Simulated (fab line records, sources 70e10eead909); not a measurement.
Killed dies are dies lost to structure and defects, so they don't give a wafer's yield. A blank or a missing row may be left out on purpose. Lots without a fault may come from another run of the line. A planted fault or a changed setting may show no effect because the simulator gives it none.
fab line records | flow nand_harc
record lots=24 wafers=72 last_day=24
route steps=1159 shown A_CHANNEL_HOLE_D1@484 A_STAIRCASE@566
lots that met no fault: from a run of the same line without faults
start_h: hours from the record's first day to the start of the lot's first wafer shown | wait_h: hours since the lot's step before | " the same as in the row above | L1.1+2: a row that stands for several wafers | - no value, or no start given | * or withheld: withheld | < > ~ a bound
route shown NAME@n: a module of which the file shows steps, and the number in the route of the first | usual: mean/standard deviation of fault-free wafers | same: alike in all rows | chamber/n: place in a boat | sites: the reading at each site | _std_site: their standard deviation | _edge_site: outer sites' mean less inner sites' | radius_mm: how far each site lies from the wafer's centre | mask NAME#n: copy n | behind: the tool/chamber that last shaped the wafer | hold: why the lot was held/for how many hours/how that ended | device: the transistor (n, p or np) that didn't switch | end of line: the same wafers' tests at the end of the route | a step without rows: its recipe alone | killed: dies lost to structure and defects at the first sort, not the wafer's yield | map: a wafer's dies, x killed, . not, _ none there
set.NAME: the setting as run; set.NAME@STEP: as run at that earlier step | model.NAME: the simulator's own value behind a step, which no gauge read
steps of the route over a sample of lots; a table a step, a row a wafer
services: from which hour (start_h, from the record's first day; less than 0 if before it) a tool's chamber was out of use, for how many hours, and why
## steps
# step NHARC_A_CHANNEL_HOLE_D1_STRIP_27
# recipe o2_flow_sccm=500 ar_flow_sccm=0 bias_w=0 chemistry=O2
# usual drypump_motor_current_A=5.8/0.62 oes_product_au=0.997/0.0099 rf_vpp_V=57.8/0.96 showerhead_plenum_p_Torr=3.51/0.12 throttle_valve_pct=17.035/0.0086
# columns lot.wafer tool chamber start_h wait_h drypump_motor_current_A oes_product_au rf_hours_counter_h rf_vpp_V showerhead_plenum_p_Torr throttle_valve_pct
L074.2 rie_diel-06 2 - - 4.8 0.988 7 57.2 3.43 17.034
L074.4 " 0 " " 6.3 0.992 7 57.6 3.49 17.044
L074.6 " 2 " " 4.8 1.000 - 57.0 3.43 17.041
L076.4 rie_diel-12 1 - - 6.0 0.993 12 56.3 3.32 17.046
L076.6 " 2 " " 5.2 1.003 - 57.9 3.31 17.033
L076.5 " 3 " " 5.2 0.984 - 57.5 3.52 17.017
L075.1 rie_diel-12 0 - - 6.1 0.976 11 57.6 3.42 17.038
L075.2 " 3 " " 5.2 0.994 11 57.9 3.52 17.037
L075.6 " 1 " " 6.0 0.987 - 57.4 3.32 17.033
L078.2 rie_diel-06 3 - - 5.6 1.003 7 57.1 3.60 17.041
L078.4 " 1 " " 6.2 0.997 10 58.9 3.66 17.031
L078.5 " 0 " " 6.3 0.984 - 58.8 3.49 17.024
L077.3 rie_diel-06 0 - - 6.3 0.985 9 58.2 3.49 17.036
L077.1 " 2 " " 4.8 0.998 8 57.3 3.43 17.043
L077.5 " 0 " " 6.3 0.986 - 59.6 3.49 17.019
L080.4 rie_diel-06 0 - - 6.3 0.987 9 59.1 3.49 17.036
L080.5 " 0 " " 6.3 0.987 - 58.4 3.49 17.048
L080.6 " 1 " " 6.2 0.990 - 57.8 3.66 17.029
L079.4 rie_diel-05 0 - - 6.1 1.005 3 58.9 3.57 17.048
L079.5 " 3 " " 6.5 0.998 - 57.8 3.54 17.038
L079.6 " 0 " " 6.1 1.013 - 57.5 3.57 17.029
L081.3 rie_diel-06 0 - - 6.3 0.990 10 58.4 3.49 17.031
L081.1 " 3 " " 5.6 1.017 9 58.7 3.60 17.031
L081.6 " 1 " " 6.2 1.011 - 56.9 3.66 17.029
L082.4 rie_diel-12 1 - - 6.0 0.995 2 56.8 3.32 17.025
L082.2 " 3 " " 5.2 0.990 2 57.5 3.52 17.030
L082.1 " 0 " " 6.1 0.990 2 59.2 3.42 17.036
L083.1 rie_diel-06 1 - - 6.2 1.003 12 60.0 3.66 17.037
L083.3 " 2 " " 4.8 0.988 11 57.6 3.43 17.041
L083.2 " 3 " " 5.6 1.004 10 56.6 3.60 17.045
L084.1 rie_diel-05 0 - - 6.1 1.012 4 57.8 3.57 17.044
L084.2 " 1 " " 6.8 1.002 4 56.1 3.54 17.042
L084.3 " 2 " " 4.7 1.022 3 58.5 3.79 17.030
L085.2 rie_diel-05 0 - - 6.1 1.003 5 58.9 3.57 17.032
L085.1 " 1 " " 6.7 0.984 5 58.0 3.54 17.033
L085.5 " 0 " " 6.1 1.003 - 57.7 3.57 17.039
L086.4 rie_diel-06 0 - - 6.3 0.999 0 58.1 3.49 17.047
L086.3 " 1 " " 6.2 0.989 0 58.9 3.66 17.033
L086.5 " 3 " " 5.6 0.985 - 57.5 3.60 17.026
L087.2 rie_diel-12 2 - - 5.2 1.001 5 57.7 3.31 17.051
L087.1 " 0 " " 6.1 0.980 4 58.3 3.42 17.042
L087.6 " 2 " " 5.2 1.004 - 57.3 3.31 17.023
L090.1 rie_diel-12 2 - - 5.2 1.000 6 57.1 3.31 17.034
L090.5 " 0 " " 6.1 0.993 - 57.8 3.42 17.033
L090.6 " 1 " " 6.0 1.012 - 58.9 3.32 17.028
L089.4 rie_diel-06 3 - - 5.6 0.995 1 58.0 3.60 17.025
L089.1 " 1 " " 6.2 0.990 1 58.8 3.66 17.041
L089.5 " 3 " " 5.6 0.997 - 58.0 3.60 17.052
L088.1 rie_diel-05 1 - - 6.7 0.992 8 58.0 3.54 17.028
L088.6 " 2 " " 4.7 1.016 - 58.7 3.79 17.047
L088.5 " 3 " " 6.5 1.003 - 57.0 3.54 17.035
L092.3 rie_diel-12 2 - - 5.2 1.003 7 57.3 3.30 17.030
L092.1 " 0 " " 6.1 0.997 7 56.7 3.42 17.029
L092.5 " 2 " " 5.2 1.000 - 58.3 3.31 17.036
L091.1 rie_diel-05 0 - - 6.1 1.010 9 58.0 3.57 17.045
L091.4 " 3 " " 6.5 0.987 8 57.7 3.54 17.028
L091.5 " 1 " " 6.7 0.981 - 57.1 3.54 17.032
L094.2 rie_diel-05 3 - - 6.5 0.983 8 56.7 3.54 17.046
L094.4 " 1 " " 6.7 0.999 9 58.0 3.54 17.025
L094.5 " 0 " " 6.1 1.023 - 57.3 3.57 17.038
L093.2 rie_diel-06 3 - - 5.6 0.987 3 58.4 3.60 17.026
L093.3 " 0 " " 6.3 1.002 3 58.5 3.49 17.031
L093.6 " 2 " " 4.8 0.980 - 56.5 3.43 17.033
L095.1 rie_diel-12 1 - - 6.0 0.999 8 57.9 3.31 17.038
L095.4 " 3 " " 5.2 0.999 - 59.4 3.52 17.046
L095.5 " 2 " " 5.2 0.994 - 56.4 3.30 17.043
L097.3 rie_diel-06 3 - - 5.6 0.993 3 57.9 3.60 17.042
L097.2 " 0 " " 6.3 0.990 4 55.8 3.49 17.034
L097.1 " 2 " " 4.8 0.991 4 56.1 3.43 17.052
L096.2 rie_diel-05 1 - - 6.8 0.992 10 57.0 3.54 17.035
L096.4 " 0 " " 6.1 1.012 - 58.7 3.57 17.035
L096.5 " 3 " " 6.5 0.995 - 57.9 3.54 17.046
# step NHARC_A_STAIRCASE_STRIP_175
# recipe power_w=1500 temp_c=250 chemistry=O2
# usual drypump_motor_current_A=5.7/0.61 heater_power_w=367/30
# columns lot.wafer tool chamber start_h wait_h drypump_motor_current_A heater_power_w rf_hours_counter_h
L074.2 plasma_asher-02 1 238.28 0.1 5.8 325 17
L074.4 " 1 " " 5.8 320 -
L074.6 " 1 " " 5.8 335 -
L076.4 plasma_asher-01 1 238.52 0.2 4.8 395 -
L076.6 " 1 " " 4.8 387 -
L076.5 " 0 " " 5.8 374 -
L075.2 plasma_asher-01 0 249.45 0.3 5.8 380 48
L075.1 " 1 " " 4.8 394 48
L075.6 " 1 " " 4.8 388 -
L078.2 plasma_asher-01 1 258.25 0.1 4.8 395 51
L078.4 " 1 " " 4.8 398 -
L078.5 " 0 " " 5.7 375 -
L077.1 plasma_asher-02 1 258.39 0.1 5.8 326 24
L077.3 " 1 " " 5.8 322 -
L077.5 " 1 " " 5.8 327 -
L079.4 plasma_asher-01 0 270.16 0.4 5.8 381 -
L079.6 " 1 " " 4.8 398 -
L079.5 " 0 " " 5.8 385 -
L080.4 plasma_asher-01 1 270.84 0.2 4.8 399 -
L080.6 " 1 " " 4.8 393 -
L080.5 " 0 " " 5.8 366 -
L082.1 plasma_asher-02 1 278.43 0.1 5.8 326 30
L082.2 " 0 " " 6.5 344 30
L082.4 " 0 " " 6.6 345 -
L081.1 plasma_asher-02 1 278.77 0.1 5.8 326 30
L081.3 " 0 " " 6.5 343 -
L081.6 " 0 " " 6.5 347 -
L084.1 plasma_asher-01 0 290.45 0.2 5.8 378 2
L084.2 " 1 " " 4.8 413 2
L084.3 " 0 " " 5.7 370 -
L083.2 plasma_asher-01 0 296.58 0.1 5.8 376 3
L083.1 " 1 " " 4.8 398 3
L083.3 " 1 " " 4.8 405 -
L085.1 plasma_asher-02 0 304.93 0.1 6.5 348 40
L085.2 " 1 " " 5.8 330 40
L085.5 " 1 " " 5.8 321 -
L086.3 plasma_asher-01 1 308.67 0.2 4.8 410 -
L086.4 " 0 " " 5.8 360 -
L086.5 " 1 " " 4.8 407 -
L087.2 plasma_asher-02 1 309.85 0.1 5.8 327 42
L087.1 " 0 " " 6.6 341 42
L087.6 " 0 " " 6.5 350 -
L088.1 plasma_asher-02 1 330.74 0.1 5.8 320 49
L088.6 " 0 " " 6.5 346 -
L088.5 " 1 " " 5.8 333 -
L089.1 plasma_asher-02 0 331.40 0.1 6.6 341 49
L089.4 " 0 " " 6.6 348 -
L089.5 " 1 " " 5.8 331 -
L090.1 plasma_asher-01 0 331.56 0.1 5.8 375 15
L090.6 " 0 " " 5.8 376 -
L090.5 " 1 " " 4.8 405 -
L091.1 plasma_asher-01 0 344.51 0.1 5.8 385 18
L091.4 " 1 " " 4.8 402 -
L091.5 " 1 " " 4.8 406 -
L092.1 plasma_asher-02 0 344.99 0.1 6.5 341 53
L092.3 " 1 " " 5.8 323 -
L092.5 " 1 " " 5.8 322 -
L094.2 plasma_asher-01 0 357.16 0.1 5.8 382 22
L094.4 " 1 " " 4.8 407 -
L094.5 " 1 " " 4.8 417 -
L093.2 plasma_asher-02 1 357.43 0.1 5.8 322 56
L093.3 " 1 " " 5.8 330 -
L093.6 " 1 " " 5.8 319 -
L096.2 plasma_asher-01 0 364.88 0.9 5.8 378 26
L096.4 " 0 " " 5.8 373 -
L096.5 " 0 " " 5.8 375 -
L095.1 plasma_asher-01 1 366.31 1.5 4.8 428 28
L095.4 " 1 " " 4.8 397 -
L095.5 " 1 " " 4.8 414 -
L097.1 plasma_asher-01 1 366.55 1.5 4.8 398 28
L097.2 " 0 " " 5.8 371 28
L097.3 " 1 " " 4.8 413 -
# step NHARC_A_STAIRCASE_ETCH_227
# recipe target_depth_a=1000 time_s=40.5 ion_energy_ev=400 c4f8_flow_sccm=20 o2_flow_sccm=10 ar_flow_sccm=withheld rf_w=600 bias_w=1000 chemistry=C4F8/O2
# usual oes_product_au=0.946/0.01 rf_vpp_V=898/4
# columns lot.wafer tool chamber start_h wait_h oes_product_au rf_hours_counter_h rf_vpp_V
L076.4 rie_diel-04 0 - - 0.945 48 899
L076.6 " 3 " " 0.947 - 897
L076.5 " 0 " " 0.936 - 902
L074.4 rie_diel-04 3 - - 0.958 49 896
L074.2 " 0 " " 0.937 48 900
L074.6 " 3 " " 0.961 - 894
L075.1 rie_diel-04 1 - - 0.937 50 901
L075.2 " 3 " " 0.954 51 896
L075.6 " 2 " " 0.958 - 902
L078.2 rie_diel-04 0 - - 0.939 54 900
L078.4 " 1 " " 0.937 52 902
L078.5 " 3 " " 0.960 - 896
L077.3 rie_diel-11 2 - - 0.938 22 898
L077.1 " 0 " " 0.931 24 896
L077.5 " 2 " " 0.935 - 900
L079.4 rie_diel-09 1 - - 0.939 7 902
L079.5 " 2 " " 0.947 - 899
L079.6 " 3 " " 0.937 - 891
L080.4 rie_diel-09 3 - - 0.962 6 893
L080.6 " 3 " " 0.953 - 893
L080.5 " 0 " " 0.950 - 902
L082.1 rie_diel-11 0 - - 0.972 33 895
L082.2 " 1 " " 0.950 32 889
L082.4 " 2 " " 0.952 30 900
L081.3 rie_diel-04 3 - - 0.947 63 894
L081.1 " 0 " " 0.947 63 901
L081.6 " 2 " " 0.949 - 902
L084.3 rie_diel-11 0 - - 0.960 40 894
L084.2 " 1 " " 0.955 38 890
L084.1 " 2 " " 0.938 38 900
L083.3 rie_diel-11 2 - - 0.941 40 900
L083.1 " 3 " " 0.932 41 895
L083.2 " 0 " " 0.926 42 894
L085.1 rie_diel-11 2 - - 0.937 42 900
L085.2 " 3 " " 0.945 42 894
L085.5 " 1 " " 0.955 - 890
L086.4 rie_diel-04 0 - - 0.940 7 899
L086.3 " 3 " " 0.940 7 896
L086.5 " 0 " " 0.947 - 899
L087.1 rie_diel-09 3 - - 0.954 20 891
L087.2 " 0 " " 0.958 22 901
L087.6 " 1 " " 0.934 - 901
L088.1 rie_diel-04 2 - - 0.948 15 900
L088.6 " 3 " " 0.942 - 894
L088.5 " 0 " " 0.946 - 900
L089.4 rie_diel-04 1 - - 0.951 14 901
L089.1 " 2 " " 0.956 15 900
L089.5 " 0 " " 0.952 - 898
L090.1 rie_diel-11 3 - - 0.943 51 895
L090.6 " 1 " " 0.953 - 891
L090.5 " 2 " " 0.937 - 898
L091.1 rie_diel-04 2 - - 0.961 20 901
L091.4 " 0 " " 0.948 19 901
L091.5 " 3 " " 0.942 - 895
L092.1 rie_diel-04 1 - - 0.955 19 901
L092.3 " 3 " " 0.939 19 896
L092.5 " 1 " " 0.950 - 900
L094.2 rie_diel-09 0 - - 0.948 37 901
L094.4 " 3 " " 0.949 36 893
L094.5 " 0 " " 0.940 - 903
L093.2 rie_diel-09 3 - - 0.950 36 892
L093.3 " 0 " " 0.935 38 901
L093.6 " 2 " " 0.937 - 897
L096.2 rie_diel-09 0 - - 0.936 42 901
L096.4 " 1 " " 0.925 41 901
L096.5 " 0 " " 0.940 - 902
L097.3 rie_diel-04 2 - - 0.953 32 901
L097.2 " 0 " " 0.948 29 898
L097.1 " 1 " " 0.962 28 902
L095.1 rie_diel-09 2 - - 0.929 40 896
L095.4 " 3 " " 0.934 41 891
L095.5 " 1 " " 0.934 - 900
# step NHARC_A_STAIRCASE_TRIM_233
# recipe time_s=211.2 o2_flow_sccm=500 ar_flow_sccm=0 bias_w=0 chemistry=O2
# usual drypump_motor_current_A=5.7/0.44 oes_product_au=1.003/0.0096 rf_vpp_V=57.9/0.87 showerhead_plenum_p_Torr=3.58/0.11 throttle_valve_pct=17.037/0.0082
# columns lot.wafer tool chamber start_h wait_h drypump_motor_current_A oes_product_au rf_hours_counter_h rf_vpp_V showerhead_plenum_p_Torr throttle_valve_pct
L076.4 rie_diel-09 3 - - 5.8 0.997 65 57.7 3.42 17.035
L076.5 " 3 " " 5.8 1.003 - 58.9 3.42 17.040
L076.6 " 0 " " 5.5 0.997 - 57.8 3.70 17.045
L074.2 rie_diel-04 3 - - 6.1 1.013 49 59.1 3.51 17.043
L074.4 " 1 " " 5.2 1.001 46 58.3 3.69 17.043
L074.6 " 3 " " 6.1 1.024 - 57.4 3.51 17.042
L075.2 rie_diel-04 2 - - 5.6 1.006 49 57.0 3.68 17.039
L075.1 " 3 " " 6.1 1.017 52 57.6 3.51 17.041
L075.6 " 1 " " 5.2 1.000 - 56.5 3.69 17.039
L077.1 rie_diel-09 3 - - 5.7 1.005 2 58.0 3.42 17.033
L077.3 " 1 " " 6.8 0.982 3 57.8 3.69 17.035
L077.5 " 3 " " 5.7 1.009 - 58.7 3.42 17.027
L078.4 rie_diel-11 3 - - 5.0 1.000 24 58.8 3.50 17.033
L078.2 " 2 " " 6.0 0.998 24 57.8 3.63 17.046
L078.5 " 3 " " 5.0 0.995 - 57.0 3.50 17.031
L079.4 rie_diel-04 3 - - 6.1 1.000 61 57.9 3.51 17.049
L079.6 " 0 " " 5.8 1.002 - 57.2 3.65 17.028
L079.5 " 1 " " 5.2 0.994 - 58.2 3.68 17.011
L080.4 rie_diel-11 1 - - 5.4 1.001 29 56.7 3.36 17.038
L080.6 " 0 " " 6.0 1.012 - 58.5 3.52 17.040
L080.5 " 1 " " 5.3 1.013 - 56.8 3.36 17.033
L082.1 rie_diel-11 1 - - 5.3 1.013 32 56.6 3.36 17.044
L082.4 " 2 " " 6.0 1.001 31 58.6 3.63 17.029
L082.2 " 0 " " 6.0 1.006 33 58.4 3.52 17.027
L081.1 rie_diel-04 0 - - 5.8 0.995 64 57.7 3.65 17.029
L081.3 " 3 " " 6.1 1.002 64 56.8 3.50 17.034
L081.6 " 3 " " 6.1 1.009 - 58.6 3.51 17.028
L084.3 rie_diel-11 2 - - 6.0 1.003 39 58.1 3.63 17.048
L084.2 " 3 " " 5.0 0.992 39 57.2 3.49 17.052
L084.1 " 0 " " 6.0 0.997 41 56.3 3.52 17.034
L083.1 rie_diel-09 1 - - 6.8 0.978 15 58.1 3.68 17.021
L083.3 " 3 " " 5.8 1.001 16 57.1 3.41 17.044
L083.2 " 0 " " 5.5 1.011 17 57.7 3.69 17.033
L085.1 rie_diel-11 2 - - 6.0 1.017 43 59.0 3.62 17.026
L085.2 " 3 " " 5.0 1.002 43 58.4 3.49 17.038
L085.5 " 2 " " 6.0 1.002 - 57.6 3.62 17.031
L086.3 rie_diel-04 2 - - 5.6 1.013 8 57.9 3.67 17.031
L086.4 " 3 " " 6.1 1.008 7 57.2 3.50 17.042
L086.5 " 1 " " 5.2 1.014 - 57.7 3.68 17.040
L087.1 rie_diel-09 3 - - 5.7 1.013 20 57.9 3.41 17.047
L087.2 " 0 " " 5.5 1.012 22 59.8 3.69 17.038
L087.6 " 3 " " 5.7 1.023 - 57.4 3.41 17.044
L088.1 rie_diel-09 1 - - 6.7 0.982 27 58.1 3.68 17.029
L088.6 " 3 " " 5.8 1.004 - 55.4 3.40 17.032
L088.5 " 0 " " 5.5 1.001 - 58.1 3.68 17.026
L089.4 rie_diel-04 3 - - 6.1 1.016 14 58.3 3.50 17.039
L089.1 " 0 " " 5.8 1.011 15 58.5 3.64 17.030
L089.5 " 3 " " 6.1 1.000 - 58.4 3.50 17.044
L090.1 rie_diel-09 2 - - 5.4 0.993 26 58.1 3.55 17.033
L090.6 " 3 " " 5.8 1.004 - 57.1 3.40 17.043
L090.5 " 0 " " 5.5 1.005 - 58.4 3.68 17.032
L091.1 rie_diel-09 1 - - 6.7 0.984 31 56.9 3.67 17.038
L091.4 " 3 " " 5.7 1.004 31 57.1 3.40 17.049
L091.5 " 0 " " 5.5 1.003 - 58.6 3.68 17.040
L092.3 rie_diel-04 2 - - 5.6 1.010 21 57.7 3.66 17.041
L092.1 " 0 " " 5.8 0.998 20 57.7 3.63 17.031
L092.5 " 2 " " 5.6 1.005 - 57.6 3.66 17.033
L094.4 rie_diel-04 1 - - 5.2 1.015 23 58.5 3.67 17.036
L094.2 " 2 " " 5.6 1.002 26 59.0 3.66 17.044
L094.5 " 1 " " 5.2 1.003 - 57.2 3.67 17.026
L093.2 rie_diel-09 1 - - 6.8 0.997 37 56.2 3.67 17.025
L093.3 " 2 " " 5.4 0.989 35 58.1 3.55 17.033
L093.6 " 1 " " 6.7 0.987 - 58.1 3.67 17.033
L096.4 rie_diel-09 1 - - 6.8 0.989 41 57.1 3.67 17.047
L096.2 " 2 " " 5.4 0.991 39 56.5 3.55 17.040
L096.5 " 1 " " 6.7 0.991 - 58.2 3.67 17.030
L097.3 rie_diel-09 2 - - 5.4 1.000 40 57.2 3.55 17.026
L097.1 " 0 " " 5.4 1.018 44 57.9 3.68 17.039
L097.2 " 1 " " 6.7 0.981 43 59.2 3.67 17.051
L095.1 rie_diel-04 1 - - 5.2 1.006 29 59.2 3.66 17.039
L095.4 " 2 " " 5.6 1.015 34 58.7 3.65 17.039
L095.5 " 1 " " 5.2 1.007 - 59.4 3.66 17.042
# step NHARC_A_STAIRCASE_TRIM_235
# recipe time_s=211.2 o2_flow_sccm=500 ar_flow_sccm=0 bias_w=0 chemistry=O2
# usual drypump_motor_current_A=5.7/0.45 oes_product_au=1.003/0.01 rf_vpp_V=57.9/0.89 showerhead_plenum_p_Torr=3.58/0.11 throttle_valve_pct=17.037/0.0092
# columns lot.wafer tool chamber start_h wait_h drypump_motor_current_A oes_product_au rf_hours_counter_h rf_vpp_V showerhead_plenum_p_Torr throttle_valve_pct
L076.4 rie_diel-09 2 - - 5.4 0.998 62 57.3 3.57 17.040
L076.5 " 3 " " 5.7 0.990 - 57.1 3.42 17.037
L076.6 " 0 " " 5.5 1.008 - 59.3 3.70 17.031
L074.4 rie_diel-04 0 - - 5.7 0.998 48 56.6 3.66 17.050
L074.2 " 1 " " 5.2 1.000 46 57.7 3.69 17.044
L074.6 " 2 " " 5.6 1.006 - 59.1 3.68 17.014
L075.1 rie_diel-04 1 - - 5.2 0.993 50 57.0 3.69 17.040
L075.2 " 2 " " 5.6 1.018 49 56.3 3.68 17.035
L075.6 " 1 " " 5.2 0.993 - 58.4 3.69 17.033
L077.1 rie_diel-09 2 - - 5.4 1.011 2 58.2 3.57 17.029
L077.3 " 1 " " 6.7 0.977 3 58.1 3.69 17.036
L077.5 " 3 " " 5.7 1.005 - 58.0 3.42 17.046
L078.4 rie_diel-11 3 - - 5.0 0.994 24 59.2 3.50 17.040
L078.2 " 0 " " 6.0 1.013 27 58.4 3.52 17.031
L078.5 " 2 " " 6.0 0.997 - 58.3 3.63 17.035
L079.4 rie_diel-04 0 - - 5.8 1.008 62 58.7 3.65 17.031
L079.6 " 1 " " 5.2 0.993 - 58.4 3.68 17.039
L079.5 " 2 " " 5.6 1.021 - 58.9 3.67 17.037
L080.4 rie_diel-11 0 - - 6.0 1.008 31 58.5 3.52 17.035
L080.5 " 1 " " 5.3 0.998 - 57.7 3.36 17.053
L080.6 " 2 " " 6.0 1.007 - 59.0 3.63 17.025
L082.2 rie_diel-11 3 - - 5.0 0.982 31 57.9 3.49 17.028
L082.4 " 0 " " 6.0 1.012 33 57.1 3.52 17.040
L082.1 " 2 " " 6.0 1.000 31 58.8 3.63 17.037
L081.1 rie_diel-04 0 - - 5.8 0.998 65 59.4 3.65 17.035
L081.3 " 2 " " 5.7 1.015 60 56.9 3.67 17.028
L081.6 " 3 " " 6.0 1.014 - 57.3 3.50 17.046
L084.1 rie_diel-11 3 - - 5.0 0.996 39 58.7 3.49 17.018
L084.3 " 0 " " 6.0 1.017 41 57.4 3.52 17.035
L084.2 " 2 " " 6.0 0.997 39 58.8 3.63 17.041
L083.1 rie_diel-09 2 - - 5.4 0.997 14 58.4 3.56 17.024
L083.3 " 3 " " 5.8 1.013 16 57.4 3.41 17.041
L083.2 " 0 " " 5.5 1.007 17 59.2 3.69 17.021
L085.1 rie_diel-11 3 - - 5.0 1.001 43 57.0 3.49 17.041
L085.2 " 0 " " 6.0 1.001 43 58.3 3.51 17.041
L085.5 " 0 " " 6.0 1.014 - 57.3 3.52 17.028
L086.3 rie_diel-04 2 - - 5.6 1.014 8 57.4 3.67 17.041
L086.4 " 0 " " 5.8 0.994 8 59.2 3.64 17.011
L086.5 " 3 " " 6.1 0.999 - 58.2 3.50 17.042
L087.1 rie_diel-09 3 - - 5.7 1.011 20 57.8 3.41 17.035
L087.2 " 0 " " 5.5 1.005 22 56.7 3.69 17.034
L087.6 " 1 " " 6.7 0.987 - 58.9 3.68 17.030
L088.1 rie_diel-09 3 - - 5.7 1.015 27 57.5 3.40 17.039
L088.5 " 2 " " 5.4 0.986 - 58.4 3.55 17.018
L088.6 " 3 " " 5.7 1.005 - 55.8 3.40 17.052
L089.1 rie_diel-04 3 - - 6.1 0.997 15 59.6 3.50 17.020
L089.4 " 0 " " 5.8 0.995 16 57.8 3.64 17.038
L089.5 " 3 " " 6.1 0.989 - 59.3 3.50 17.047
L090.1 rie_diel-09 3 - - 5.7 1.007 28 56.8 3.40 17.039
L090.5 " 1 " " 6.7 0.977 - 57.8 3.68 17.027
L090.6 " 2 " " 5.4 0.991 - 57.7 3.55 17.043
L091.4 rie_diel-09 0 - - 5.5 1.008 33 58.1 3.68 17.037
L091.1 " 1 " " 6.7 0.979 31 57.5 3.68 17.042
L091.5 " 0 " " 5.5 1.005 - 58.1 3.68 17.051
L092.1 rie_diel-04 1 - - 5.2 1.001 19 59.9 3.67 17.046
L092.3 " 3 " " 6.0 1.005 19 57.4 3.49 17.040
L092.5 " 1 " " 5.2 1.011 - 56.5 3.67 17.055
L094.2 rie_diel-04 1 - - 5.2 1.017 23 59.2 3.67 17.047
L094.4 " 2 " " 5.6 1.018 26 58.6 3.66 17.024
L094.5 " 0 " " 5.7 1.014 - 59.0 3.63 17.028
L093.3 rie_diel-09 0 - - 5.5 1.010 38 58.0 3.68 17.033
L093.2 " 1 " " 6.7 0.987 37 57.8 3.67 17.044
L093.6 " 0 " " 5.5 1.008 - 57.8 3.68 17.039
L096.2 rie_diel-09 0 - - 5.5 1.003 43 58.9 3.68 17.039
L096.4 " 2 " " 5.4 0.997 39 56.8 3.55 17.049
L096.5 " 3 " " 5.8 1.011 - 56.8 3.40 17.041
L097.2 rie_diel-11 0 376.85 - 6.0 1.016 0 58.5 3.50 17.045
L097.1 " 1 " " 5.4 1.013 0 57.8 3.34 17.042
L097.3 " 2 " " 6.0 0.996 0 57.2 3.61 17.052
L095.1 rie_diel-04 2 - - 5.6 1.007 34 57.9 3.65 17.045
L095.4 " 0 " " 5.8 1.006 30 57.0 3.63 17.039
L095.5 " 1 " " 5.2 1.013 - 58.7 3.66 17.040
# step NHARC_A_STAIRCASE_STRIP_238
# recipe power_w=1500 temp_c=250 chemistry=O2
# usual drypump_motor_current_A=5.7/0.62 heater_power_w=369/31
# columns lot.wafer tool chamber start_h wait_h drypump_motor_current_A heater_power_w rf_hours_counter_h
L076.4 plasma_asher-01 0 247.10 0.2 5.8 376 -
L076.6 " 1 " " 4.8 390 -
L076.5 " 0 " " 5.8 378 -
L074.2 plasma_asher-02 0 247.12 0.1 6.5 341 20
L074.4 " 1 " " 5.8 332 -
L074.6 " 1 " " 5.8 323 -
L075.1 plasma_asher-02 1 257.21 0.1 5.8 329 23
L075.2 " 0 " " 6.6 337 23
L075.6 " 1 " " 5.8 321 -
L077.1 plasma_asher-01 0 267.71 0.1 5.7 374 54
L077.3 " 1 " " 4.8 387 -
L077.5 " 1 " " 4.8 392 -
L078.2 plasma_asher-02 0 268.03 0.1 6.6 349 27
L078.4 " 0 " " 6.6 348 -
L078.5 " 0 " " 6.6 345 -
L079.4 plasma_asher-02 0 277.99 0.2 6.6 343 -
L079.6 " 0 " " 6.6 346 -
L079.5 " 1 " " 5.8 329 -
L080.4 plasma_asher-02 1 279.18 0.2 5.8 332 -
L080.5 " 1 " " 5.8 333 -
L080.6 " 0 " " 6.6 348 -
L082.1 plasma_asher-02 0 286.08 0.1 6.5 339 34
L082.2 " 1 " " 5.8 334 34
L082.4 " 1 " " 5.8 325 -
L081.1 plasma_asher-02 1 287.82 0.3 5.8 327 35
L081.3 " 1 " " 5.8 334 -
L081.6 " 1 " " 5.8 335 -
L084.2 plasma_asher-01 1 302.15 0.1 4.8 416 5
L084.1 " 0 " " 5.8 372 5
L084.3 " 1 " " 4.8 417 -
L083.1 plasma_asher-02 1 306.02 0.1 5.8 328 41
L083.2 " 0 " " 6.6 340 41
L083.3 " 1 " " 5.8 326 -
L085.1 plasma_asher-01 0 313.21 0.1 5.8 377 8
L085.2 " 1 " " 4.8 406 8
L085.5 " 1 " " 4.8 413 -
L086.3 plasma_asher-01 1 316.13 0.2 4.8 407 -
L086.4 " 0 " " 5.7 370 -
L086.5 " 0 " " 5.7 368 -
L087.2 plasma_asher-01 1 317.22 0.1 4.9 411 9
L087.1 " 0 " " 5.8 376 9
L087.6 " 0 " " 5.8 382 -
L088.1 plasma_asher-01 1 338.03 0.1 4.8 410 16
L088.5 " 0 " " 5.8 372 -
L088.6 " 1 " " 4.8 399 -
L089.1 plasma_asher-02 0 338.91 0.1 6.6 344 51
L089.4 " 0 " " 6.5 346 -
L089.5 " 0 " " 6.6 346 -
L090.1 plasma_asher-01 0 339.16 0.1 5.8 379 16
L090.6 " 1 " " 4.8 410 -
L090.5 " 0 " " 5.8 371 -
L091.1 plasma_asher-01 0 352.29 0.1 5.7 371 20
L091.4 " 0 " " 5.8 376 -
L091.5 " 0 " " 5.8 374 -
L092.1 plasma_asher-01 0 353.13 0.1 5.8 379 20
L092.3 " 1 " " 4.8 413 -
L092.5 " 0 " " 5.8 374 -
L094.2 plasma_asher-01 1 367.88 1.6 4.8 410 29
L094.4 " 0 " " 5.8 376 -
L094.5 " 0 " " 5.7 386 -
L093.2 plasma_asher-01 1 368.99 1.9 4.8 413 30
L093.3 " 1 " " 4.8 420 -
L093.6 " 0 " " 5.7 381 -
L096.2 plasma_asher-01 1 374.26 0.1 4.8 411 33
L096.4 " 1 " " 4.8 404 -
L096.5 " 0 " " 5.7 376 -
L097.2 plasma_asher-01 1 377.18 0.1 4.8 407 34
L097.1 " 0 " " 5.8 373 34
L097.3 " 1 " " 4.8 416 -
L095.1 plasma_asher-02 1 378.08 0.1 5.8 323 4
L095.4 " 1 " " 5.8 327 -
L095.5 " 1 " " 5.8 325 -
## services
# columns tool chamber start_h hours kind
rie_diel-09 1 168.37 4.0 repair
rie_diel-05 - 169.94 9.0 pm
rie_diel-09 2 170.13 2.0 repair
rie_diel-09 0 171.52 2.7 repair
plasma_asher-02 - 183.66 9.0 pm
rie_diel-11 - 190.85 9.0 pm
rie_diel-12 - 202.56 9.0 pm
rie_diel-11 1 223.95 4.9 repair
rie_diel-09 0 238.59 5.8 repair
rie_diel-12 1 239.65 10.6 repair
rie_diel-06 - 241.49 9.0 pm
rie_diel-09 - 254.10 9.0 pm
plasma_asher-02 - 269.84 4.5 repair
plasma_asher-01 - 275.16 2.6 repair
plasma_asher-01 - 277.88 9.0 pm
rie_diel-04 1 285.68 14.8 repair
rie_diel-04 - 288.90 9.0 pm
rie_diel-09 - 303.60 1.2 repair
rie_diel-11 0 306.40 2.2 repair
rie_diel-06 2 321.23 2.6 repair
rie_diel-06 3 336.07 35.7 repair
rie_diel-11 1 352.19 8.8 repair
plasma_asher-02 - 360.66 9.0 pm
rie_diel-11 - 367.85 9.0 pm
## key
fault none
